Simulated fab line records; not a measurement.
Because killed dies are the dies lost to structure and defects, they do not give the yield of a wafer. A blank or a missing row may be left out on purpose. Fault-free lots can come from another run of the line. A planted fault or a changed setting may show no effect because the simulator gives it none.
Chamber matching | flow n5-finfet | N5_FIN_SAQP_MANDREL_ETCH_22 on rie-si-06 has 4 sister chambers
The step etches a-Si in HBr/Cl2, stops on SiNx, target depth 60 nm, bt time 10 s, time 30 s. 4 wafers are shown with their chamber, then 12 later ones without.

## WAFERS WITH THEIR CHAMBER
wafer  | chamber | throttle-valve-pct (%)
L084.5 | 2       | 35.7
L091.2 | 3       | 34.4
L093.4 | 0       | 35.2
L093.5 | 1       | 34.8

## WAFERS WHOSE CHAMBER IS MISSING
wafer  | throttle-valve-pct (%)
L094.1 | 35.7
L094.2 | 34.8
L094.4 | 35.2
L095.1 | 35.2
L095.4 | 34.4
L095.5 | 34.8
L096.1 | 34.8
L096.2 | 34.5
L096.3 | 35.2
L097.1 | 35.2
L097.2 | 34.4
L097.6 | 34.4

## EACH ONE'S CHAMBER
wafer  | from the rows above | in truth
L094.1 | 2                   | 2
L094.2 | 1                   | 1
L094.4 | 0                   | 0
L095.1 | 0                   | 0
L095.4 | 3                   | 3
L095.5 | 1                   | 1
L096.1 | 1                   | 1
L096.2 | 3                   | 3
L096.3 | 0                   | 0
L097.1 | 0                   | 0
L097.2 | 3                   | 3
L097.6 | 3                   | 3
12 of 12 placed correctly. Can't be placed from these rows: 0. Wrongly placed: 0.
How it was worked out, from the rows above alone: a wafer's distance from a chamber is the root of the sum, over the readings, of the square of ((its reading less the chamber's mean) divided by the reading's scatter). The wafer belongs to the nearest chamber; if the next one is less than 2 further off, it can't be placed. For every chamber, the mean is computed from those of its wafers that are shown. The scatter (one wafer shown for each chamber): square how far every hidden wafer sits from the nearest shown wafer, average those squares and take the square root.
